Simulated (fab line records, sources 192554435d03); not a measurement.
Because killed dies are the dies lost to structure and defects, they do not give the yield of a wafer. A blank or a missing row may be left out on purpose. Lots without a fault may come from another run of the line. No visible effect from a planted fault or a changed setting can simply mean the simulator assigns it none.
A lot that was struck, set against a sound lot | flow n5-finfet | 39 steps out of a route of 1938
Sound: these wafers, L701.2, L701.3, L701.4. Struck: wafers L693.1, L693.5 (left out: L693.3, a lot-mate that was not struck); the cause follows at the end.
At each step with rows: each side's tool, then ch and its chambers, then its first start. Under that, the readings that differ: sound wafers | struck wafers | difference of the means | sigmas: that difference in standard deviations of wafers without a fault.
alike: readings whose means differ by less than 2 such deviations, and words and numbers that are the same on both sides. not compared: withheld readings, readings that some wafer has no value for, bounds like >300 that may hide the same value, and numbers for which the record gives no deviation and whose values overlap.
The two part at a step that has a row with sigmas, a row that says differs or no value, or rows on one side only. When numbers do not overlap yet have no deviation, they are printed without sigmas and do not part them. A reading that every wafer of one side lacks parts them only if that side has two wafers or more.

first, 9 steps without rows for these wafers: N5_BEOL_M4_ANNEAL_95 (time 240 s); N5_BEOL_M4_SPUTTER_96 (material Cu, target thk 4.5 nm, time 8.29 s); N5_BEOL_M4_ECD_50 (material Cu, target thk 300 nm); N5_BEOL_M4_ANNEAL_51 (time 90 s); N5_BEOL_M4_CMP_52 (polishes, stops on SiOC, t overpolish 6.8 s, target thk 40 nm); N5_BEOL_M4_PRE_CLEAN_60 (time 15 s); N5_BEOL_M4_CO_CAP_55 (material Co, precursor CCTBA/H2, target thk 2 nm, time 102.1 s); N5_BEOL_M4_PRE_CLEAN_56 (time 15 s); N5_BEOL_M4_DEP_57 (deposits SiCN from 3MS/NH3, target thk 8 nm, time 14 s).
N5_BEOL_M4_RC_MEAS_101:
  sound on prober-01 ch 0, day 12 14:59; struck on prober-01 ch 0, day 10 09:54
  reading       | sound          | struck    | difference | sigmas
  SS_N (mV/dec) | 72.1 71.0 73.7 | 71.2 70.3 | -1.5       | -2
  alike: DIBL_N, DIBL_P, IOFF_N, IOFF_P, ION_N, ION_P, SS_P, VT_N, VT_P
then, 24 steps without rows for these wafers: N5_BEOL_M5_ILD_DEP_00 (deposits SiCOH lowk from DEMS/porogen, target thk 140.64 nm, time 25.9 s); N5_BEOL_M5_CURE_79 (cures SiCOH lowk, time 240 s); N5_BEOL_M5_PECVD_70 (deposits SiO2 from TEOS/O2, target thk 16 nm, time 18 s); N5_BEOL_M5_HM_DEP_02 (deposits TiN, target thk 20 nm); N5_BEOL_M5_COAT_59 (time 60 s, resist thk 60 nm); N5_BEOL_M5_COAT_60 (time 60 s, resist thk 12 nm); N5_BEOL_M5_COAT_71 (time 60 s, resist thk 5 nm); N5_BEOL_M5_COAT_05 (resist thk 30 nm); N5_BEOL_M5_EBR_07; N5_BEOL_M5_SOFTBAKE_06 (time 60 s); N5_BEOL_M5_EXPOSE_08 (exposes mask M5, target cd 28 nm); N5_BEOL_M5_PEB_09 (peb time 60 s); N5_BEOL_M5_DEVELOP_10 (develop time 30 s); N5_BEOL_M5_DESCUM_16 (chemistry O2, time 7 s); N5_BEOL_M5_ETCH_72 (etches underlayer in N2/H2, target depth 6.5 nm, time 5.2 s); N5_BEOL_M5_ETCH_61 (etches SiARC in CF4, target depth 15.6 nm, time 26 s); N5_BEOL_M5_ETCH_62 (etches SOC in N2/H2, target depth 75 nm, overetch 15 nm, time 112.5 s); N5_BEOL_M5_STRIP_63 (strips in N2/H2); N5_BEOL_M5_STRIP_73 (strips in N2/H2); N5_BEOL_M5_STRIP_64 (strips in CF4); N5_BEOL_M5_HM_OPEN_17 (chemistry Cl2/BCl3, target TiN, target depth 20 nm, overetch 6 nm); N5_BEOL_M5_STRIP_19 (strips in O2); N5_BEOL_M5_COAT_65 (time 60 s, resist thk 60 nm); N5_BEOL_M5_COAT_66 (time 60 s, resist thk 12 nm).
N5_BEOL_M7_EXPOSE_25: exposes mask V6, target cd 40 nm.
  sound on euv-scanner-01 ch 0, day 13 19:02; struck on euv-scanner-02 ch 0, day 11 13:34
  alike: mask
N5_BEOL_M7_CD_MEAS_28 targets a cd of 40 nm.
  sound on cd-sem-02 ch 0, day 13 19:10; struck on cd-sem-02 ch 0, day 11 13:41
  reading    | sound          | struck    | difference | sigmas
  cd-nm (nm) | 39.3 40.2 40.1 | 28.1 27.9 | -11.9      | -38
N5_BEOL_M7_DESCUM_33: chemistry O2, time 7 s.
  sound on rie-diel-04 ch 0,2,3, day 13 19:53; struck on rie-diel-06 ch 3, day 11 13:53
  reading                         | sound          | struck    | difference | sigmas
  showerhead-plenum-p-Torr (Torr) | 2.07 2.15 2.15 | 1.97 1.97 | -0.15      | -2
  model.BEOL_M7.cd-nm (nm)        | 39.8 40 40     | 28.4 28   | -11.7      |
  alike: drypump-motor-current-A, oes-product-au, rf-fwd-power-W, rf-vpp-V, temp-c, throttle-valve-pct
  not compared: rf-hours-counter-h
N5_BEOL_M7_VIA_ETCH_34: etches SiCOH lowk in C4F6/O2, target depth 125.5 nm, time 50.5 s.
  sound on rie-diel-04 ch 0,2,3, day 13 20:04; struck on rie-diel-06 ch 3, day 11 14:04
  reading                         | sound          | struck    | difference | sigmas
  showerhead-plenum-p-Torr (Torr) | 2.78 2.93 2.95 | 2.73 2.73 | -0.16      | -2
  model.BEOL_M7.cd-nm (nm)        | 40 40 40.2     | 28.8 28.6 | -11.4      |
  alike: O2_flow_sccm, drypump-motor-current-A, oes-product-au, rf-fwd-power-W, rf-vpp-V, throttle-valve-pct
  not compared: rf-hours-counter-h
-- the record jumps here: 3 days lie between the struck wafers' starts before and after (it left off in module BEOL_M7 and takes up again in module PASSIVATION, whose first step shown is number 1936 of the route) --
N5_PASSIVATION_PROBE_49:
  sound on prober-01, day 16 20:04; struck on prober-02, day 14 20:43
  reading                  | sound | struck    | difference | sigmas
  defect-limited-yield (%) | 91.4  | 0 0       | -91        | -54
  killed_at_M4_up          | 11    | 1116 1103 | +1098      | +99 or more
  killed-dies              | 102   | 1180 1180 | +1078      | +51
  killed-on-rim            | 13    | 152 152   | +139       | +31
  sort-n-pass              | 1078  | 0 0       | -1078      | -51
  sort-yield-pct (%)       | 91.4  | 0 0       | -91        | -51
  alike: killed_at_M0_to_M3, killed-at-contacts, killed-at-front-end, killed-at-other, killed-open, killed-short, sort_bin_5_function, sort_bin_6_memory

## WHERE THEY PART
At N5_BEOL_M4_RC_MEAS_101 first; at N5_PASSIVATION_PROBE_49 last (within this record only).

WHY: what had been put in by the simulator
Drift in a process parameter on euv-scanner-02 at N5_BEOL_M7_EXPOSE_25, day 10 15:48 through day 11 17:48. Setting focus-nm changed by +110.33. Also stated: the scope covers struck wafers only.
